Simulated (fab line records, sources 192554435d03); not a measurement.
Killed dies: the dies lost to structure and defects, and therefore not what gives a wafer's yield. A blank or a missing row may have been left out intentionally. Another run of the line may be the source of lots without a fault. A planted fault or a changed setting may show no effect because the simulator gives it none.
Struck lot and sound lot, side by side + flow n5 finfet + 37 out of 1938 route steps
Sound: wafers L703.2, L703.3, L703.6. Struck: wafer L699.6 (L699.4, L699.5, from the same lot, were not struck and are left out); the cause is given at the end.
Per side, at each step with rows, come the tool, then ch with its chambers, and then its first start. Under that, the readings that differ: sound wafers + struck wafers + difference of the means + sigmas: that difference in standard deviations of wafers without a fault.
alike: readings whose means differ by less than 2 such deviations, and words and numbers that are the same on both sides. not compared: withheld readings, readings that some wafer has no value for, bounds like >300 that may hide the same value, and numbers for which the record gives no deviation and whose values overlap.
The two part at a step that has a row with sigmas, a row that says differs or no value, or rows on one side only. When numbers do not overlap yet have no deviation, they are printed without sigmas and do not part them. A reading missing from all wafers of one side parts the sides only when that side holds two or more wafers.

first, 9 steps without rows for these wafers: N5_PMOS_HMC_CHANNEL_EPI_EXPOSE_06 (exposes mask PMOS HMC BLK, target cd 240 nm); N5_PMOS_HMC_CHANNEL_EPI_PEB_07 (peb time 60 s); N5_PMOS_HMC_CHANNEL_EPI_DEVELOP_08 (develop time 30 s); N5_PMOS_HMC_CHANNEL_EPI_DESCUM_14 (chemistry O2, time 7.9 s); N5_PMOS_HMC_CHANNEL_EPI_ETCH_32 (etches BARC in N2/H2, stops on SiO2, target depth 85.8 nm, time 50.3 s); N5_PMOS_HMC_CHANNEL_EPI_HM_OPEN_15 (chemistry CHF3/O2, target SiO2, target depth 40.6 nm, time 20.3 s); N5_PMOS_HMC_CHANNEL_EPI_STRIP_33 (strips in N2/H2); N5_PMOS_HMC_CHANNEL_EPI_STRIP_17 (strips in SPM, time 750 s); N5_PMOS_HMC_CHANNEL_EPI_ETCH_38 (etches SiO2 in CF4, target depth 1.5 nm).
N5_PMOS_HMC_CHANNEL_EPI_FIN_RECESS_16: chemistry HBr/Cl2, target Si, target depth 54 nm, time 18 s.
  sound on rie si-03 ch 0,2, day 7 06:05; struck on rie si-05 ch 2, day 6 14:32
| reading                                                  | sound             | struck | difference | sigmas |
|----------------------------------------------------------|-------------------|--------|------------|--------|
| model.PMOS_HMC_CHANNEL_EPI.feature depth nm (nm)         | 54.64 54.06 54.87 | 36.98  | -17.54     |        |
| model.etch.depth nm (nm)                                 | 54.64 54.06 54.87 | 36.98  | -17.54     |        |
| model.SiO2_of_PMOS_HMC_CHANNEL_EPI_HM_DEP_34.thk nm (nm) | 30.29 29.48 31.49 | 31.95  | +1.53      |        |
  alike: drypump motor current A, oes product au, throttle valve pct
  not compared: rf hours counter h
then, 1 step without rows for these wafers: N5_PMOS_HMC_CHANNEL_EPI_PRECLEAN_36 (cleans in O3/DIW, time 45 s).
N5_PMOS_HMC_CHANNEL_EPI_PRECLEAN_18: cleans in DHF, time 30 s.
  sound on wet bench-02 ch 2,3,7, day 7 06:11; struck on wet bench-03 ch 4, day 6 14:39
| reading                                                  | sound            | struck | difference | sigmas |
|----------------------------------------------------------|------------------|--------|------------|--------|
| model.SiO2_of_PMOS_HMC_CHANNEL_EPI_HM_DEP_34.thk nm (nm) | 24.7 23.93 25.96 | 26.38  | +1.52      |        |
then, 5 steps without rows for these wafers: N5_PMOS_HMC_CHANNEL_EPI_SRD_19 (time 30 s); N5_PMOS_HMC_CHANNEL_EPI_EPI_20 (deposits SiGe30, target thk 59 nm); N5_PMOS_HMC_CHANNEL_EPI_HM_STRIP_35 (strips SiO2 in dHF, material SiO2, target depth 39.6 nm, time 216 s); N5_PMOS_HMC_CHANNEL_EPI_SRD_39 (time 30 s); N5_PMOS_HMC_CHANNEL_EPI_CMP_21 (polishes SiGe30, target thk 54 nm).
N5_PMOS_HMC_CHANNEL_EPI_THK_MEAS_22:
  sound on film metro-01 at day 7 07:53; struck on film metro-01 at day 6 16:45
| reading          | sound          | struck | difference | sigmas |
|------------------|----------------|--------|------------|--------|
| HMC_CMP_THK (nm) | 54.6 53.9 54.7 | 37.1   | -17.3      | -19    |
then, 17 steps without rows for these wafers: N5_PMOS_HMC_CHANNEL_EPI_PRECLEAN_40 (cleans in DHF, time 30 s); N5_PMOS_HMC_CHANNEL_EPI_PRECLEAN_37 (cleans in O3/DIW, time 45 s); N5_PMOS_HMC_CHANNEL_EPI_PRECLEAN_24 (cleans in DHF, time 30 s); N5_PMOS_HMC_CHANNEL_EPI_SRD_25 (time 30 s); N5_PMOS_HMC_CHANNEL_EPI_EPI_26 (deposits Si from SiH4/H2, target thk 3.8 nm, time 22.7 s); N5_FIN_SAQP_PRECLEAN_42 (cleans in O3/DIW, time 60 s); N5_FIN_SAQP_PRECLEAN_00 (cleans in SC1, time 60 s); N5_FIN_SAQP_PRECLEAN_44 (cleans in SC2, time 45 s); N5_FIN_SAQP_SRD_01 (time 30 s); N5_FIN_SAQP_ALD_61 (deposits SiO2, target thk 4 nm, pulse time 1 s, purge time 2 s); N5_FIN_SAQP_DENSIFY_62 (time 60 s); N5_FIN_SAQP_HM_DEP_03 (deposits SiNx from SiH4/NH3/N2, target thk 38 nm, time 33.6 s); N5_FIN_SAQP_PECVD_47 (deposits a-Si from SiH4/He, target thk 45 nm, time 36.3 s); N5_FIN_SAQP_PECVD_48 (deposits SiNx from SiH4/NH3/N2, target thk 25 nm, time 22.1 s); N5_FIN_SAQP_PECVD_06 (deposits a-Si from SiH4/He, target thk 60 nm, time 48.1 s); N5_FIN_SAQP_HM_DEP_72 (deposits SiO2 from SiH4/N2O, target thk 12 nm, time 7.2 s); N5_FIN_SAQP_COAT_49 (time 60 s, resist thk 100 nm).
-- a jump in the record: the struck wafers' starts before and after are 6 days apart (it breaks off in module FIN_SAQP and resumes in module BEOL_M4, where the first step shown is number 1111 of the route) --
N5_BEOL_M4_RC_MEAS_101:
  sound on prober-02 ch 0, day 14 08:44; struck on prober-01 ch 0, day 12 17:43
| reading       | sound          | struck | difference | sigmas |
|---------------|----------------|--------|------------|--------|
| CJ_P          | 5.79 5.86 5.74 | 6.48   | +0.68      | +4     |
| ION_P (uA/um) | 463 474 472    | 390    | -80        | -9     |
| VT_P (mV)     | -249 -242 -245 | -254   | -9         | -2     |
  alike: DIBL_N, DIBL_P, IOFF_N, IOFF_P, ION_N, SS_N, SS_P, VT_N
-- here the record skips 5 days between the struck wafers' starts before and after, leaving off in module BEOL_M4 and picking up in module PASSIVATION (first step shown: number 1936 of the route) --
N5_PASSIVATION_PROBE_49:
  only the struck wafers here have rows in the record (prober-02, day 17 10:02); the sound ones have none

== WHERE THEY PART ==
Earliest at N5_PMOS_HMC_CHANNEL_EPI_THK_MEAS_22; latest, in this record, at N5_PASSIVATION_PROBE_49.

WHY: what had been put in by the simulator
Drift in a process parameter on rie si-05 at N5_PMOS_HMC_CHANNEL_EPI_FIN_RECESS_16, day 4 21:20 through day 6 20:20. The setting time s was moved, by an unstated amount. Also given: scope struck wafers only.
